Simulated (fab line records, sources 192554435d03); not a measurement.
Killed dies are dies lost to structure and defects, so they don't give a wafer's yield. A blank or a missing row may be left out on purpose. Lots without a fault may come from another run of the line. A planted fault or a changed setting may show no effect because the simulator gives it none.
fab line records | flow n5_finfet
record lots=7 wafers=39
route steps=1938 shown FIN_SAQP@102 HKMG_FIN@438 MOL_CONTACT_COAG@559
start_h: hours from the record's first day to the start of the lot's first wafer shown | wait_h: hours since the lot's step before | " the same as in the row above | L1.1+2: a row that stands for several wafers | - no value, or no start given | * or withheld: withheld | < > ~ a bound
route shown NAME@n: a module of which the file shows steps, and the number in the route of the first | usual: mean/standard deviation of fault-free wafers | same: alike in all rows | chamber/n: place in a boat | sites: the reading at each site | _std_site: their standard deviation | _edge_site: outer sites' mean less inner sites' | radius_mm: how far each site lies from the wafer's centre | mask NAME#n: copy n | behind: the tool/chamber that last shaped the wafer | hold: why the lot was held/for how many hours/how that ended | device: the transistor (n, p or np) that didn't switch | end of line: the same wafers' tests at the end of the route | a step without rows: its recipe alone | killed: dies lost to structure and defects at the first sort, not the wafer's yield | map: a wafer's dies, x killed, . not, _ none there
set.NAME: the setting as run; set.NAME@STEP: as run at that earlier step | model.NAME: the simulator's own value behind a step, which no gauge read
lots whose settings were changed on purpose; a table a step, a row a wafer
## steps
# step N5_FIN_SAQP_HM_DEP_72
# recipe material=SiO2 target_thk_a=120 temp_c=400 precursor=SiH4/N2O pressure_torr=0.75 rf_w=275 time_s=7.2
# columns lot.wafer tool chamber start_h wait_h set.target_thk_a model.SiO2_of_FIN_SAQP_HM_DEP_72.thk_nm
L075.1 pecvd-01 2 27.20 0.0 120 11.86
L075.2 " 1 " " 120 12.34
L075.3 " 0 " " 120 12.04
L076.1 pecvd-04 0 33.40 0.0 114.6 11.52
L076.2 " 1 " " 120 12.06
L076.3 " 1 " " 114.6 11.75
L076.4 " 0 " " 120 12.34
L076.5 " 1 " " 114.6 11.62
L076.6 " 0 " " 120 12.17
L079.1 pecvd-01 0 51.06 0.0 105 10.37
L079.2 " 1 " " 105 10.52
L079.3 " 2 " " 120 11.62
L079.4 " 0 " " 120 12.23
L079.5 " 1 " " 105 10.7
L079.6 " 2 " " 120 11.85
L085.1 pecvd-01 2 89.57 0.0 120 11.72
L085.2 " 1 " " 120 12.07
L085.3 " 0 " " 125.4 12.48
L085.4 " 0 " " 125.4 12.58
L085.5 " 1 " " 125.4 12.98
L085.6 " 2 " " 120 11.82
L088.1 pecvd-03 2 104.67 0.0 120 11.74
L088.2 " 1 " " 120 11.51
L088.3 " 1 " " 120 11.71
L088.4 " 2 " " 120 11.86
L088.5 " 2 " " 120 11.83
L088.6 " 1 " " 120 11.58
L091.1 pecvd-01 0 122.82 0.0 120 12.11
L091.2 " 1 " " 132.8 13.51
L091.3 " 2 " " 120 11.77
L091.4 " 2 " " 132.8 13.04
L091.5 " 0 " " 120 12.28
L091.6 " 1 " " 132.8 13.71
L092.1 pecvd-03 0 129.90 0.0 120 11.91
L092.2 " 1 " " 120 11.5
L092.3 " 1 " " 120 11.97
L092.4 " 0 " " 120 12.14
L092.5 " 1 " " 120 11.76
L092.6 " 0 " " 120 12.19
# step N5_FIN_SAQP_COAT_49
# recipe resist=SOC temp_c=250 time_s=60 spin_rpm=1500 resist_thk_nm=100
# step N5_FIN_SAQP_COAT_50
# recipe resist=SiARC temp_c=220 time_s=60 spin_rpm=1500 resist_thk_nm=35
# step N5_FIN_SAQP_ETCH_52
# recipe chemistry=N2/H2 target=SOC target_depth_a=1000 overetch_a=200 mask_material=SiARC temp_c=40 time_s=150 ion_energy_ev=200 pressure_mtorr=30 source_w=840 bias_w=150 n2_flow_sccm=200 h2_flow_sccm=200 ends=end_point
# step N5_FIN_SAQP_STRIP_53
# recipe chemistry=N2/H2 temp_c=40 n2_flow_sccm=200 h2_flow_sccm=200 rf_frequency_hz=6e+07
# step N5_FIN_SAQP_HM_OPEN_73
# recipe chemistry=CHF3/O2 target=SiO2 stop_on=a-Si target_depth_a=120 over_etch_frac=1.8 mask_material=SOC time_s=16.8 pressure_mtorr=30 source_w=650 bias_w=170 Ar_flow_sccm=200 CHF3_flow_sccm=50 O2_flow_sccm=5 ion_energy_ev=200 ends=end_point
# columns lot.wafer tool chamber start_h wait_h set.target_thk_a@FIN_SAQP_HM_DEP_72 model.etch.depth_nm
L075.1 rie_diel-05 1 27.82 0.0 120 11.86
L075.2 " 0 " " 120 12.34
L075.3 " 3 " " 120 12.04
L076.1 rie_diel-02 0 34.17 0.0 114.6 11.52
L076.2 " 2 " " 120 12.06
L076.3 " 1 " " 114.6 11.75
L076.4 " 3 " " 120 12.34
L076.5 " 2 " " 114.6 11.62
L076.6 " 1 " " 120 12.17
L079.1 rie_diel-02 0 51.68 0.0 105 10.37
L079.2 " 1 " " 105 10.52
L079.3 " 3 " " 120 11.62
L079.4 " 2 " " 120 12.23
L079.5 " 2 " " 105 10.7
L079.6 " 3 " " 120 11.85
L085.1 rie_diel-02 0 90.34 0.0 120 11.72
L085.2 " 3 " " 120 12.07
L085.3 " 2 " " 125.4 12.48
L085.4 " 1 " " 125.4 12.58
L085.5 " 2 " " 125.4 12.98
L085.6 " 3 " " 120 11.82
L088.1 rie_diel-05 0 105.43 0.0 120 11.74
L088.2 " 3 " " 120 11.51
L088.3 " 1 " " 120 11.71
L088.4 " 2 " " 120 11.86
L088.5 " 1 " " 120 11.83
L088.6 " 2 " " 120 11.58
L091.1 rie_diel-05 1 123.57 0.0 120 12.11
L091.2 " 2 " " 132.8 13.51
L091.3 " 0 " " 120 11.77
L091.4 " 3 " " 132.8 13.04
L091.5 " 2 " " 120 12.28
L091.6 " 1 " " 132.8 13.71
L092.1 rie_diel-05 3 130.76 0.0 120 11.91
L092.2 " 0 " " 120 11.5
L092.3 " 1 " " 120 11.97
L092.4 " 2 " " 120 12.14
L092.5 " 3 " " 120 11.76
L092.6 " 2 " " 120 12.19
# step N5_HKMG_FIN_ETCH_35
# recipe chemistry=N2/H2 target=SOC target_depth_a=2158 ion_energy_ev=65 bias_w=5 source_w=3000 time_s=243.4 pressure_mtorr=30 n2_flow_sccm=200 h2_flow_sccm=200
# columns lot.wafer tool chamber start_h wait_h set.time_s model.HKMG_FIN.feature_depth_nm model.etch.depth_nm model.SOC_of_HKMG_FIN_COAT_29.thk_nm
L075.1 rie_diel-02 0 86.44 0.0 243.4 210.6 210.6 89.4
L075.2 " 1 " " 243.4 215 215.1 84
L075.3 " 3 " " 243.4 210.2 210.1 90
L076.1 rie_diel-06 1 94.81 0.0 194.2 178 177.9 123
L076.2 " 3 " " 194.2 168.4 168.4 132.8
L076.3 " 2 " " 243.4 210.4 210.3 90.6
L076.4 " 0 " " 243.4 207.6 207.7 93
L076.5 " 3 " " 243.4 211.8 211.7 89.6
L076.6 " 2 " " 194.2 166.8 166.7 134.6
L079.1 rie_diel-02 1 106.62 0.0 287.3 258 257.9 43.2
L079.2 " 2 " " 287.3 262.8 262.9 37.6
L079.3 " 3 " " 243.4 211.4 211.4 89
L079.4 " 0 " " 243.4 214.4 214.4 85.2
L079.5 " 2 " " 243.4 223.4 223.4 77
L079.6 " 1 " " 287.3 259.2 259.3 40.6
L085.1 rie_diel-05 2 148.62 0.0 243.4 206 206 93
L085.2 " 1 " " 207.2 166.6 166.5 133.4
L085.3 " 3 " " 243.4 214.6 214.6 84.4
L085.4 " 0 " " 207.2 182.6 182.6 117
L085.5 " 0 " " 207.2 181.4 181.4 118.6
L085.6 " 1 " " 243.4 196 196.1 102.6
L088.1 rie_diel-06 0 161.28 0.0 278 239.6 239.6 61.4
L088.2 " 2 " " 243.4 223.6 223.7 77.2
L088.3 " 1 " " 278 248.8 248.7 53
L088.4 " 3 " " 278 238.4 238.4 62.8
L088.5 " 1 " " 243.4 218 217.9 81.8
L088.6 " 0 " " 243.4 209.4 209.4 90.2
L091.1 rie_diel-05 1 175.94 0.0 243.4 198.4 198.3 101.8
L091.2 " 2 " " 243.4 210.2 210.2 89.4
L091.3 " 3 " " 243.4 216.6 216.7 83.8
L091.4 " 0 " " 243.4 216.8 216.7 83.4
L091.5 " 1 " " 243.4 198 198.1 101.6
L091.6 " 0 " " 243.4 216.2 216.3 83.4
L092.1 rie_diel-05 3 183.97 0.0 223.2 197 197.1 101.2
L092.2 " 0 " " 223.2 196.8 196.8 102.2
L092.3 " 2 " " 243.4 210.6 210.6 88.4
L092.4 " 1 " " 223.2 180 180 118.4
L092.5 " 0 " " 243.4 214.2 214.3 84.4
L092.6 " 1 " " 243.4 196.4 196.4 103.2
# step N5_MOL_CONTACT_COAG_ALD_27
# recipe material=SiOC target_thk_a=170 temp_c=400 ald_precursor_family=carbosiloxane ald_co_reactant=H2-plasma pulse_time_s=1.5 time_s=2720 purge_time_s=2 co_reactant_purge_time_s=2 ald_cycles=340 pressure_torr=2
# columns lot.wafer tool chamber start_h wait_h set.time_s model.SiOC_of_MOL_CONTACT_COAG_ALD_27.thk_nm
L075.1 ald_sin-01 2 104.16 0.0 2720 16.8
L075.2+3 " 0,1 " " 2720 17
L076.1+4+5 ald_sin-01 3,1,1 119.69 0.0 2247 14
L076.2+6 " 0,2 " " 2720 17
L076.3 " 2 " " 2720 16.8
L079.1+5 ald_sin-03 2,3 127.04 0.0 2720 17
L079.2 " 0 " " 2720 17.2
L079.3+4 " 3,1 " " 2171 13.8
L079.6 " 2 " " 2171 13.6
L085.1+6 ald_sin-02 2 170.34 0.0 2353 15
L085.2 " 3 " " 2353 14.8
L085.3+4+5 " 0,1,1 " " 2720 17.2
L088.1+3+5+6 ald_sin-02 2,0,1,0 181.76 0.0 2720 17.2
L088.2+4 " 3,1 " " 2720 17
L091.1 ald_sin-01 0 194.67 0.6 2720 17
L091.2+5 " 2 " " 3023 17
L091.3+4 " 3,1 " " 2720 17.2
L091.6 " 3 " " 3023 17.2
L092.1+2+6 ald_sin-03 1,0,1 204.22 1.9 2720 17.2
L092.3+4+5 " 3,2,2 " " 2720 17
## key
split step=N5_FIN_SAQP_HM_DEP_72 setting=target_thk_a stated=120 by=wafer
response step=N5_FIN_SAQP_HM_DEP_72 reading=model.SiO2_of_FIN_SAQP_HM_DEP_72.thk_nm change=+0.122 per=1% r=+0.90
response step=N5_FIN_SAQP_HM_OPEN_73 reading=model.etch.depth_nm change=+0.122 per=1% r=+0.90
split step=N5_HKMG_FIN_ETCH_35 setting=time_s stated=243.4 by=wafer
response step=N5_HKMG_FIN_ETCH_35 reading=model.HKMG_FIN.feature_depth_nm change=+2.03 per=1% r=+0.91
response step=N5_HKMG_FIN_ETCH_35 reading=model.etch.depth_nm change=+2.03 per=1% r=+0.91
response step=N5_HKMG_FIN_ETCH_35 reading=model.SOC_of_HKMG_FIN_COAT_29.thk_nm change=-2.02 per=1% r=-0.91
split step=N5_MOL_CONTACT_COAG_ALD_27 setting=time_s stated=2720 by=wafer
response step=N5_MOL_CONTACT_COAG_ALD_27 reading=model.SiOC_of_MOL_CONTACT_COAG_ALD_27.thk_nm shape=bent at_lowest=13.73 at_stated=17.08 at_highest=17.07
